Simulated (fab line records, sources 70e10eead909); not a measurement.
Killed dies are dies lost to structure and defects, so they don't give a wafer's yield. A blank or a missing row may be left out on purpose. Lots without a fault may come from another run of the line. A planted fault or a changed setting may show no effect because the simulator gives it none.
Chamber matching | flow nand_harc | NHARC_A_M1_CMP_23 on cmp-02: 4 sister chambers
The step polishes, t overpolish 20 s, target thk 154.34 nm. 16 wafers are shown with their chamber, then 8 later ones without.

WAFERS WITH THEIR CHAMBER
wafer  | chamber | motor_current_A (A) | time_to_endpoint_s (s)
L074.2 | 1       | 14.2                | 28.3
L074.5 | 2       | 12.6                | 32.4
L074.6 | 1       | 14.6                | 26.3
L075.1 | 2       | 12.2                | 29.4
L075.2 | 3       | 11.6                | 27.6
L075.5 | 1       | 13.5                | 22.8
L079.2 | 1       | 14.1                | 21.1
L079.5 | 1       | 14.4                | 23.7
L079.6 | 2       | 12.9                | 29.8
L080.1 | 2       | 12.6                | 30.8
L080.2 | 0       | 11.6                | 28.4
L080.5 | 3       | 11.5                | 26.6
L091.1 | 2       | 12.7                | 35.0
L091.3 | 1       | 14.5                | 28.3
L091.6 | 3       | 11.2                | 32.1
L090.1 | 3       | 11.4                | 30.8

SIGNATURES (means of the wafers above)
reading            | chamber 0 | chamber 1 | chamber 2 | chamber 3 | scatter within a chamber
motor_current_A    | 11.600    | 14.217    | 12.600    | 11.425    | 0.308
time_to_endpoint_s | 28.400    | 25.083    | 31.480    | 29.275    | 2.68
Rule: a wafer's distance from a chamber is the root of the sum, over the readings, of the square of ((its reading less the chamber's mean) divided by the reading's scatter). The wafer belongs to the nearest chamber; if the next one is less than 2 further off, it can't be placed. The scatter: the root of (the sum of the squares of (reading less its chamber's mean) over the shown wafers, divided by (wafers less chambers)).

WAFERS WITHOUT THEIR CHAMBER
wafer  | motor_current_A (A) | time_to_endpoint_s (s)
L090.3 | 12.1                | 30.5
L090.5 | 11.7                | 33.2
L093.1 | 11.3                | 30.8
L093.4 | 11.8                | 31.7
L093.6 | 14.1                | 28.1
L093.2 | 11.6                | 33.6
L093.3 | 14.6                | 29.3
L093.5 | 11.8                | 31.8

WHICH CHAMBER EACH WENT THROUGH
wafer  | from the rows above          | in truth
L090.3 | can't be placed: 2 or 0 or 3 | 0
L090.5 | can't be placed: 3 or 0 or 2 | 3
L093.1 | can't be placed: 3 or 0      | 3
L093.4 | can't be placed: 0 or 3 or 2 | 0
L093.6 | 1                            | 1
L093.2 | can't be placed: 3 or 0 or 2 | 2
L093.3 | 1                            | 1
L093.5 | can't be placed: 0 or 3 or 2 | 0
Placed correctly: 2 of 8. Can't be placed from these rows: 6 (the true chamber is among the candidates in 6). Placed wrongly: 0.
